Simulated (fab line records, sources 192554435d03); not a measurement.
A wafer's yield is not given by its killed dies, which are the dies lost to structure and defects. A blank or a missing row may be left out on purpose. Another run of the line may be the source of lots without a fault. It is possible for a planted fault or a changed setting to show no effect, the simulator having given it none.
2 desks, one fault | flow n5_finfet | each desk holds nothing but its own numbers, with what lay behind them at the end

== METROLOGY DESK ==
Lot by lot, what the gauges showed, no matter which tool ran the lot: averages of those sampled wafers that carry a number. A lot is out of limits, marked OUT, if its mean lies more than 4 standard deviations from the usual mean; the brackets give that distance.
Columns: A = cd_nm at N5_BEOL_M9_CD_MEAS_11, usual 64.1 nm
lot  | first seen here | A
L586 | day 9 17:57     | 64.3
L587 | day 10 03:44    | 64.0
L594 | day 11 11:15    | 64.0
L597 | day 12 22:39    | 64.1
L598 | day 13 09:29    | 63.8
L601 | day 13 10:34    | 63.8
L603 | day 13 12:44    | 63.7
L600 | day 13 19:19    | 63.5
L604 | day 14 12:51    | 64.2
L607 | day 15 16:53    | 64.4
L609 | day 15 17:10    | 64.2
This desk found nothing out of limits on any of the 11 lots.

== AT THE TOOL OWNER'S DESK: rie_diel-03 ==
The tool's own readings at N5_BEOL_M9_VIA_ETCH_34 (etches SiCOH lowk in C4F6/O2, target depth 182.4 nm, time 68.4 s): means of the sampled wafers that have a number, for each lot that ran on this tool. A lot is out of limits, marked OUT, if its mean lies more than 4 standard deviations from the usual mean; the brackets give that distance. Of its 8 readings 7 are shown: the one that was out of limits first, and those that lie furthest out on some lot.
Columns: A = drypump_motor_current_A at N5_BEOL_M9_VIA_ETCH_34, usual 5.6 A; B = oes_f_703_au at N5_BEOL_M9_VIA_ETCH_34, usual 0.74 a.u.; C = oes_o_777_au at N5_BEOL_M9_VIA_ETCH_34, usual 0.74 a.u.; D = oes_product_au at N5_BEOL_M9_VIA_ETCH_34, usual 0.74 a.u.; E = rf_fwd_power_W at N5_BEOL_M9_VIA_ETCH_34, usual 341.8 W; F = rf_vpp_V at N5_BEOL_M9_VIA_ETCH_34, usual 663 V; G = showerhead_plenum_p_Torr at N5_BEOL_M9_VIA_ETCH_34, usual 2.87 Torr
lot  | first seen here | A   | B    | C    | D    | E               | F   | G
L587 | day 10 05:20    | 5.8 | 0.73 | 0.73 | 0.74 | 340.6           | 669 | 2.92
L594 | day 11 16:13    | 5.6 | 0.62 | 0.64 | 0.71 | 300.1 (-30) OUT | 715 | 2.90
This desk finds L594 out of limits, L594 being first, at day 11 16:13 (rf_fwd_power_W at N5_BEOL_M9_VIA_ETCH_34). L587 stayed within limits.

== PUT TOGETHER ==
The tool owner's desk had the chance to raise an alarm at day 11 16:13 on L594.
The metrology desk saw nothing out of limits.
The metrology desk has L594 on record, within its limits.
All the named lots went through N5_BEOL_M9_VIA_ETCH_34 on rie_diel-03.

== WHAT HAD BEEN PUT IN BY THE SIMULATOR ==
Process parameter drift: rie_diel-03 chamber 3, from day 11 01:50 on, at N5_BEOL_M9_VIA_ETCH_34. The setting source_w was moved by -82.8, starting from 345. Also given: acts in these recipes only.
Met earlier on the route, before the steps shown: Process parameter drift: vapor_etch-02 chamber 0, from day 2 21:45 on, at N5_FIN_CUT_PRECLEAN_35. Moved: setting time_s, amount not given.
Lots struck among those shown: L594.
Hours from the fault's start to each desk's first reading out of limits: the tool owner's desk, 14.
